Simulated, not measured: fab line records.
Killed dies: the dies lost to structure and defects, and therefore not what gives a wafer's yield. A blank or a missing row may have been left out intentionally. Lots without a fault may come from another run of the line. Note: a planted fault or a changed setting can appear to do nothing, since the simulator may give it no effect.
2 desks looking at one fault	flow n5 finfet	each desk has only its own numbers; what lay behind them comes last

## AT THE METROLOGY DESK
What the gauges read for every lot (on any tool): the sampled wafers with a number, averaged. The brackets show how far a lot's mean lies from the usual mean; more than 4 standard deviations puts the lot out of limits, marked OUT.
Columns: A = M6_RS at N5_BEOL_M6_RS_MEAS_57, usual 0.280 ohm/sq; B = M7_ILD_THK at N5_BEOL_M7_THK_MEAS_01, usual 156.5 nm; C = cd nm at N5_BEOL_M7_CD_MEAS_11, usual 38.6 nm
lot	first seen here	A	B	C
L720	day 8 23:04	0.280	153.6	38.2
L721	day 8 23:04	0.280	155.6	38.5
L722	day 9 04:34	0.288	154.3	37.5
L723	day 9 23:37	0.281	156.3	39.1
L724	day 10 03:53	0.278	155.5	38.2
L725	day 10 09:24	0.282	156.6	38.7
L728	day 11 03:17	0.282	151.1	39.1
L735	day 13 12:11	0.274	156.8	38.9
L738	day 13 18:06	0.268	156.1	39.2
L740	day 14 08:10	0.286	155.7	39.0
L741	day 14 10:17	0.289	158.6	38.2
L742	day 14 14:58	0.273	156.4	39.2
L743	day 14 17:51	0.280	157.0	39.1
This desk's verdict: no lot among the 13 shows anything out of limits.

## AT THE TOOL OWNER'S DESK: pecvd-03
The tool's own readings at N5_BEOL_M7_ILD_DEP_00 (deposits SiCOH lowk from DEMS/porogen, target thk 179.75 nm, time 33.4 s): means of the sampled wafers that have a number, for each lot that ran on this tool. The brackets show how far a lot's mean lies from the usual mean; more than 4 standard deviations puts the lot out of limits, marked OUT.
Columns: A = heater power w at N5_BEOL_M7_ILD_DEP_00, usual 309 W; B = showerhead plenum p Torr at N5_BEOL_M7_ILD_DEP_00, usual 5.743 Torr; C = throttle valve pct at N5_BEOL_M7_ILD_DEP_00, usual 13.7 %
lot	first seen here	A	B	C
L721	day 8 23:07	323	5.741	14.4
L723	day 9 23:41	302	5.753	13.9
L725	day 10 09:29	304	5.752	13.4
L728	day 11 03:20	319	5.747	13.9
L740	day 14 08:13	279	5.733	14.6
L741	day 14 10:22	282	5.745	13.6
L743	day 14 17:55	334	5.750	14.3
This desk's verdict: no lot among the 7 shows anything out of limits.

## ALL TOGETHER
The metrology desk saw nothing out of limits.
Nothing out of limits was seen by the tool owner's desk.

## WHAT THE SIMULATOR PUT IN
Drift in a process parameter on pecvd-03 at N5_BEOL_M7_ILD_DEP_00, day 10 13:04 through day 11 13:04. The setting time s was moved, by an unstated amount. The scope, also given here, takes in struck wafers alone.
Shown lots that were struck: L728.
